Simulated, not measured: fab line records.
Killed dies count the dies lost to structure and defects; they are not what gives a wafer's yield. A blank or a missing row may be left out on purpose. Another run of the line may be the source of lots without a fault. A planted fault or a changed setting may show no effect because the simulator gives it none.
The tool behind it: which one? | flow nand-harc | 72 wafers from 24 lots sampled at 5 of the route's 1159 steps

## WHAT THE GAUGES READ, wafer by wafer
NHARC_A_CONTACT_INSPECT_44. Usual: 25 for raw-defect-count, sd 14.
lot  | measured     | on                | raw-defect-count | flag
L077 | day 16 12:35 | defect-inspect-01 | 23 20 20         |
L074 | day 16 17:21 | defect-inspect-01 | 21 34 24         |
L075 | day 16 19:50 | defect-inspect-01 | 27 21 25         |
L079 | day 16 21:19 | defect-inspect-01 | 20 17 21         |
L076 | day 17 00:16 | defect-inspect-01 | 10 9 4           |
L078 | day 17 02:37 | defect-inspect-01 | 14 16 19         |
L080 | day 17 11:46 | defect-inspect-02 | 31 23 25         |
L081 | day 18 00:22 | defect-inspect-02 | 28 36 30         |
L083 | day 18 00:43 | defect-inspect-01 | 13 18 19         |
L082 | day 18 05:47 | defect-inspect-01 | 13 16 12         |
L085 | day 18 17:14 | defect-inspect-01 | 13 8 16          |
L084 | day 18 17:41 | defect-inspect-01 | 26 21 20         |
L087 | day 19 03:42 | defect-inspect-01 | 38 53 41         |
L086 | day 19 04:11 | defect-inspect-02 | 12 6 9           |
L090 | day 19 23:48 | defect-inspect-01 | 36 23 33         |
L089 | day 20 00:20 | defect-inspect-02 | 30 34 35         |
L088 | day 20 11:33 | defect-inspect-02 | 10 20 17         |
L091 | day 20 12:40 | defect-inspect-01 | 11 12 13         |
L092 | day 20 16:52 | defect-inspect-02 | 62 47 59         |
L093 | day 20 17:01 | defect-inspect-01 | 62 49 60         |
L096 | day 21 17:02 | defect-inspect-02 | 31 43 52         |
L094 | day 21 18:20 | defect-inspect-01 | 16 19 11         |
L095 | day 21 21:11 | defect-inspect-02 | 44 41 35         |
L097 | day 21 23:26 | defect-inspect-02 | 25 25 19         |

NHARC_A_CONTACT_INSPECT_71. Usual: 26 for raw-defect-count, sd 14.
lot  | measured     | on                | raw-defect-count | flag
L077 | day 16 23:00 | defect-inspect-01 | 32 18 27         |
L074 | day 17 04:36 | defect-inspect-01 | 17 37 27         |
L075 | day 17 05:35 | defect-inspect-01 | 23 21 24         |
L079 | day 17 06:08 | defect-inspect-01 | 16 19 21         |
L076 | day 17 08:05 | defect-inspect-01 | 14 13 3          |
L078 | day 17 09:51 | defect-inspect-01 | 16 17 22         |
L080 | day 17 19:54 | defect-inspect-02 | 33 23 25         |
L081 | day 18 07:38 | defect-inspect-02 | 26 37 36         |
L083 | day 18 08:08 | defect-inspect-01 | 13 20 18         |
L082 | day 18 12:47 | defect-inspect-01 | 16 11 18         |
L085 | day 19 00:15 | defect-inspect-01 | 20 11 22         |
L084 | day 19 02:05 | defect-inspect-02 | 24 22 26         |
L087 | day 19 11:55 | defect-inspect-02 | 39 51 43         |
L086 | day 19 12:08 | defect-inspect-02 | 10 7 8           |
L090 | day 20 08:29 | defect-inspect-02 | 35 24 35         |
L089 | day 20 09:14 | defect-inspect-02 | 31 35 38         |
L088 | day 20 18:47 | defect-inspect-02 | 12 15 21         |
L091 | day 20 19:41 | defect-inspect-02 | 12 10 15         |
L092 | day 21 02:08 | defect-inspect-02 | 59 52 61         |
L093 | day 20 23:59 | defect-inspect-02 | 56 51 64         |
L096 | day 21 23:47 | defect-inspect-02 | 39 44 57         |
L094 | day 22 01:40 | defect-inspect-02 | 17 19 15         |
L095 | day 22 04:19 | defect-inspect-01 | 47 43 40         |
L097 | day 22 06:24 | defect-inspect-01 | 30 26 23         |

## EACH LOT AND THE TOOL THAT RAN IT (in order: tool; ch and the chambers of the sampled wafers; start)
lot  | NHARC_A_CONTACT_DEP_29          | NHARC_A_CONTACT_ETCH_48            | NHARC_A_CONTACT_ETCH_96
L077 | pecvd-02 ch 0,1,2, day 16 11:50 | rie-diel-09 ch 0,1,2, day 16 12:49 | rie-diel-11 ch 1,2, day 16 23:00 or earlier
L074 | pecvd-01 ch 0,2, day 16 16:30   | rie-diel-11 ch 1,2,3, day 16 17:30 | rie-diel-11 ch 0,2,3, day 17 04:36 or earlier
L075 | pecvd-01 ch 1,2, day 16 19:07   | rie-diel-09 ch 0,2, day 16 19:59   | rie-diel-11 ch 1,2, day 17 05:35 or earlier
L079 | pecvd-01 ch 1,2, day 16 20:31   | rie-diel-11 ch 0,1,2, day 16 21:28 | rie-diel-09 ch 2,3, day 17 06:08 or earlier
L076 | pecvd-03 ch 0,2, day 16 23:28   | rie-diel-06 ch 0,1,3, day 17 00:25 | rie-diel-06 ch 1,3, day 17 08:05 or earlier
L078 | pecvd-01 ch 0,1,2, day 17 01:46 | rie-diel-11 ch 0,2,3, day 17 02:47 | rie-diel-11 ch 0,1, day 17 09:51 or earlier
L080 | pecvd-02 ch 0,1, day 17 10:55   | rie-diel-11 ch 0,2,3, day 17 12:10 | rie-diel-09 ch 0,3, day 17 15:58
L081 | pecvd-01 ch 0,1, day 17 23:32   | rie-diel-09 ch 0,2,3, day 18 00:32 | rie-diel-11 ch 0,3, day 18 07:38 or earlier
L083 | pecvd-01 ch 0,1,2, day 17 23:52 | rie-diel-11 ch 0,3, day 18 00:51   | rie-diel-09 ch 2,3, day 18 04:05
L082 | pecvd-02 ch 1,2, day 18 05:07   | rie-diel-11 ch 0,1, day 18 05:56   | rie-diel-11 ch 1,2,3, day 18 12:47 or earlier
L085 | pecvd-02 ch 0,1, day 18 16:22   | rie-diel-09 ch 0,2, day 18 17:23   | rie-diel-09 ch 0,1,3, day 19 00:15 or earlier
L084 | pecvd-03 ch 0,1,2, day 18 16:50 | rie-diel-11 ch 2,3, day 18 17:50   | rie-diel-11 ch 0,1, day 19 02:05 or earlier
L087 | pecvd-01 ch 0,1,2, day 19 03:02 | rie-diel-11 ch 1,2, day 19 03:52   | rie-diel-11 ch 1,2, day 19 11:55 or earlier
L086 | pecvd-02 ch 0,2, day 19 03:28   | rie-diel-11 ch 1,2,3, day 19 04:25 | rie-diel-11 ch 2,3, day 19 12:08 or earlier
L090 | pecvd-02 ch 0,1,2, day 19 22:58 | rie-diel-11 ch 0,1, day 19 23:57   | rie-diel-11 ch 1,2,3, day 20 08:29 or earlier
L089 | pecvd-01 ch 0,1,2, day 19 23:32 | rie-diel-06 ch 0,1, day 20 00:29   | rie-diel-06 ch 0,1, day 20 09:14 or earlier
L088 | pecvd-02 ch 0,1,2, day 20 10:42 | rie-diel-06 ch 1,3, day 20 11:45   | rie-diel-11 ch 1,3, day 20 18:47 or earlier
L091 | pecvd-03 ch 1,2, day 20 11:49   | rie-diel-11 ch 0,1,2, day 20 12:49 | rie-diel-06 ch 0,3, day 20 19:41 or earlier
L092 | pecvd-03 ch 0,1,2, day 20 16:04 | rie-diel-11 ch 0,1, day 20 17:42   | rie-diel-11 ch 2,3, day 21 02:08 or earlier
L093 | pecvd-02 ch 0,1,2, day 20 16:07 | rie-diel-09 ch 1,2,3, day 20 17:13 | rie-diel-11 ch 0,1,2, day 20 23:59 or earlier
L096 | pecvd-02 ch 0,1, day 21 16:11   | rie-diel-09 ch 1,2, day 21 17:10   | rie-diel-09 ch 1,2,3, day 21 23:47 or earlier
L094 | pecvd-03 ch 0,1, day 21 17:31   | rie-diel-06 ch 0,1,2, day 21 18:29 | rie-diel-11 ch 0,1,2, day 22 01:40 or earlier
L095 | pecvd-02 ch 0,2, day 21 20:22   | rie-diel-06 ch 1,2,3, day 21 21:20 | rie-diel-11 ch 0,2, day 22 04:19 or earlier
L097 | pecvd-01 ch 1,2, day 21 22:37   | rie-diel-11 ch 1,2, day 21 23:35   | rie-diel-11 ch 2,3, day 22 06:24 or earlier
- NHARC_A_CONTACT_DEP_29: deposits SiON, target thk 70 nm.
- NHARC_A_CONTACT_ETCH_48: etches the open film in CF4, target depth 39 nm, time 65 s.
- NHARC_A_CONTACT_ETCH_96: etches the open film in C4F6/O2, target depth 20 nm, time 10 s.

## WHAT THE TOOLS THEMSELVES READ (means of the sampled wafers that have a number; where no wafer has one, the mark that the record gives instead)
NHARC_A_CONTACT_DEP_29. Usual: heater-power-w 766 W, standard deviation 79; susceptor-temp-C 399.94 C, standard deviation 0.22.
lot  | tool     | heater-power-w (W) | susceptor-temp-C (C) | flag
L077 | pecvd-02 | 691                | 400.04               |
L074 | pecvd-01 | 730                | 399.99               |
L075 | pecvd-01 | 842                | 399.88               |
L079 | pecvd-01 | 837                | 399.71               |
L076 | pecvd-03 | 789                | 399.84               |
L078 | pecvd-01 | 797                | 399.89               |
L080 | pecvd-02 | 724                | 399.74               |
L081 | pecvd-01 | 759                | 400.08               |
L083 | pecvd-01 | 822                | 400.11               |
L082 | pecvd-02 | 658                | 399.97               |
L085 | pecvd-02 | 739                | 400.16               |
L084 | pecvd-03 | 881                | 400.03               |
L087 | pecvd-01 | 790                | 399.87               |
L086 | pecvd-02 | 731                | 399.95               |
L090 | pecvd-02 | 735                | 399.95               |
L089 | pecvd-01 | 797                | 399.92               |
L088 | pecvd-02 | 689                | 400.08               |
L091 | pecvd-03 | 866                | 400.12               |
L092 | pecvd-03 | 845                | 399.97               |
L093 | pecvd-02 | 719                | 399.78               |
L096 | pecvd-02 | 682                | 399.73               |
L094 | pecvd-03 | 778                | 399.81               |
L095 | pecvd-02 | 716                | 399.95               |
L097 | pecvd-01 | 875                | 400.03               |

NHARC_A_CONTACT_ETCH_48. Usual: bias-w 100.0 W, standard deviation 0.32; drypump-motor-current-A 5.6 A, standard deviation 0.41; oes-product-au 0.997 a.u., standard deviation 0.0092; rf-vpp-V 151.5 V, standard deviation 1.2; showerhead-plenum-p-Torr 1.79 Torr, standard deviation 0.068; throttle-valve-pct 13.286 %, standard deviation 0.0084.
lot  | tool        | bias-w (W) | drypump-motor-current-A (A) | oes-product-au (a.u.) | rf-vpp-V (V) | showerhead-plenum-p-Torr (Torr) | throttle-valve-pct (%) | flag
L077 | rie-diel-09 | 100.2      | 5.6                         | 1.000                 | 151.7        | 1.78                            | 13.285                 |
L074 | rie-diel-11 | 99.8       | 5.6                         | 1.000                 | 152.5        | 1.85                            | 13.289                 |
L075 | rie-diel-09 | 100.0      | 5.3                         | 0.997                 | 151.0        | 1.77                            | 13.285                 |
L079 | rie-diel-11 | 100.3      | 5.4                         | 0.987                 | 151.2        | 1.78                            | 13.278                 |
L076 | rie-diel-06 | 99.9       | 5.9                         | 0.987                 | 150.9        | 1.71                            | 13.290                 |
L078 | rie-diel-11 | 100.0      | 5.4                         | 0.999                 | 151.3        | 1.79                            | 13.279                 |
L080 | rie-diel-11 | 100.2      | 5.4                         | 0.997                 | 152.4        | 1.79                            | 13.271                 |
L081 | rie-diel-09 | 99.9       | 5.8                         | 1.002                 | 151.2        | 1.78                            | 13.284                 |
L083 | rie-diel-11 | 100.4      | 5.3                         | 0.996                 | 150.7        | 1.74                            | 13.290                 |
L082 | rie-diel-11 | 99.8       | 5.5                         | 0.998                 | 151.4        | 1.78                            | 13.293                 |
L085 | rie-diel-09 | 100.2      | 5.7                         | 1.009                 | 151.6        | 1.78                            | 13.285                 |
L084 | rie-diel-11 | 99.9       | 5.5                         | 1.001                 | 153.2        | 1.86                            | 13.286                 |
L087 | rie-diel-11 | 100.2      | 5.5                         | 0.997                 | 152.3        | 1.83                            | 13.289                 |
L086 | rie-diel-11 | 99.6       | 5.5                         | 1.001                 | 152.6        | 1.84                            | 13.280                 |
L090 | rie-diel-11 | 100.1      | 5.3                         | 1.001                 | 150.4        | 1.72                            | 13.285                 |
L089 | rie-diel-06 | 100.4      | 5.7                         | 0.995                 | 151.1        | 1.83                            | 13.283                 |
L088 | rie-diel-06 | 99.8       | 6.1                         | 0.991                 | 151.3        | 1.72                            | 13.288                 |
L091 | rie-diel-11 | 99.9       | 5.4                         | 0.993                 | 151.8        | 1.77                            | 13.293                 |
L092 | rie-diel-11 | 100.4      | 5.3                         | 1.001                 | 151.2        | 1.72                            | 13.284                 |
L093 | rie-diel-09 | 100.3      | 6.1                         | 0.987                 | 150.9        | 1.78                            | 13.285                 |
L096 | rie-diel-09 | 99.9       | 6.1                         | 0.990                 | 150.2        | 1.78                            | 13.289                 |
L094 | rie-diel-06 | 100.1      | 5.5                         | 0.982                 | 151.0        | 1.80                            | 13.280                 |
L095 | rie-diel-06 | 100.0      | 5.7                         | 0.993                 | 151.5        | 1.75                            | 13.288                 |
L097 | rie-diel-11 | 99.7       | 5.6                         | 0.995                 | 152.2        | 1.82                            | 13.286                 |

NHARC_A_CONTACT_ETCH_96. Usual: bias-w 500.3 W, standard deviation 1.6; drypump-motor-current-A 5.6 A, standard deviation 0.38; o2-flow-sccm 20.00 sccm, standard deviation 0.054; oes-product-au 0.969 a.u., standard deviation 0.023; rf-vpp-V 548 V, standard deviation 3.3; showerhead-plenum-p-Torr 3.98 Torr, standard deviation 0.15; throttle-valve-pct 26.903 %, standard deviation 0.0096.
lot  | tool        | bias-w (W) | drypump-motor-current-A (A) | o2-flow-sccm (sccm) | oes-product-au (a.u.) | rf-vpp-V (V) | showerhead-plenum-p-Torr (Torr) | throttle-valve-pct (%) | flag
L077 | rie-diel-11 | 500.7      | 5.6                         | 20.03               | 1.005                 | 549          | 4.06                            | 26.909                 |
L074 | rie-diel-11 | 499.9      | 5.4                         | 20.03               | 0.944                 | 548          | 3.98                            | 26.905                 |
L075 | rie-diel-11 | 499.6      | 5.6                         | 20.00               | 0.995                 | 550          | 4.06                            | 26.905                 |
L079 | rie-diel-09 | 499.0      | 6.3                         | 19.99               | 0.958                 | 548          | 3.98                            | 26.897                 |
L076 | rie-diel-06 | 500.9      | 6.1                         | 20.07               | 0.966                 | 545          | 3.84                            | 26.901                 |
L078 | rie-diel-11 | 500.0      | 5.3                         | 20.02               | 0.941                 | 544          | 3.83                            | 26.905                 |
L080 | rie-diel-09 | 499.3      | 5.9                         | 20.02               | 0.967                 | 548          | 3.94                            | 26.901                 |
L081 | rie-diel-11 | 497.8      | 5.3                         | 20.01               | 1.001                 | 546          | 3.85                            | 26.904                 |
L083 | rie-diel-09 | 500.5      | 6.3                         | 19.98               | 0.969                 | 548          | 3.97                            | 26.904                 |
L082 | rie-diel-11 | 501.4      | 5.6                         | 20.03               | 0.961                 | 550          | 4.09                            | 26.901                 |
L085 | rie-diel-09 | 499.2      | 5.6                         | 19.99               | 0.945                 | 547          | 3.93                            | 26.908                 |
L084 | rie-diel-11 | 500.3      | 5.5                         | 19.97               | 0.958                 | 547          | 3.93                            | 26.896                 |
L087 | rie-diel-11 | 500.2      | 5.6                         | 19.96               | 0.957                 | 550          | 4.05                            | 26.892                 |
L086 | rie-diel-11 | 502.2      | 5.5                         | 19.92               | 0.941                 | 550          | 4.08                            | 26.908                 |
L090 | rie-diel-11 | 499.6      | 5.6                         | 20.02               | 0.970                 | 550          | 4.08                            | 26.903                 |
L089 | rie-diel-06 | 499.0      | 5.9                         | 20.00               | 0.945                 | 547          | 3.92                            | 26.900                 |
L088 | rie-diel-11 | 499.8      | 5.7                         | 19.98               | 1.003                 | 550          | 4.08                            | 26.905                 |
L091 | rie-diel-06 | 499.5      | 5.8                         | 20.03               | 0.993                 | 551          | 4.12                            | 26.894                 |
L092 | rie-diel-11 | 500.8      | 5.5                         | 20.04               | 0.950                 | 550          | 4.08                            | 26.906                 |
L093 | rie-diel-11 | 500.8      | 5.4                         | 19.98               | 1.002                 | 546          | 3.93                            | 26.898                 |
L096 | rie-diel-09 | 501.4      | 6.1                         | 19.99               | 0.957                 | 546          | 3.95                            | 26.890                 |
L094 | rie-diel-11 | 499.2      | 5.4                         | 20.01               | 0.969                 | 547          | 3.93                            | 26.904                 |
L095 | rie-diel-11 | 500.9      | 5.3                         | 19.96               | 0.999                 | 547          | 3.93                            | 26.896                 |
L097 | rie-diel-11 | 500.5      | 5.5                         | 20.03               | 0.953                 | 551          | 4.08                            | 26.901                 |

## THE ANSWER, worked out from the rows above alone
Rule: take the mean of a lot's wafers that have a number; if it is more than 3 standard deviations from the usual mean, the lot is off. Also off: a lot with no number at a reading for which 4 or more lots have one. All remaining lots with rows at the step are treated as sound. The gauges are gone through in route order, then the tools' own readings, and for those a lot's mean is taken as printed above. The first step at which some lot is off is used, and at that step the reading that is off furthest; a lot without a number counts as furthest.
None of the lots is off at any reading shown; this tells nothing.

## WHAT THE SIMULATOR HAD PUT IN
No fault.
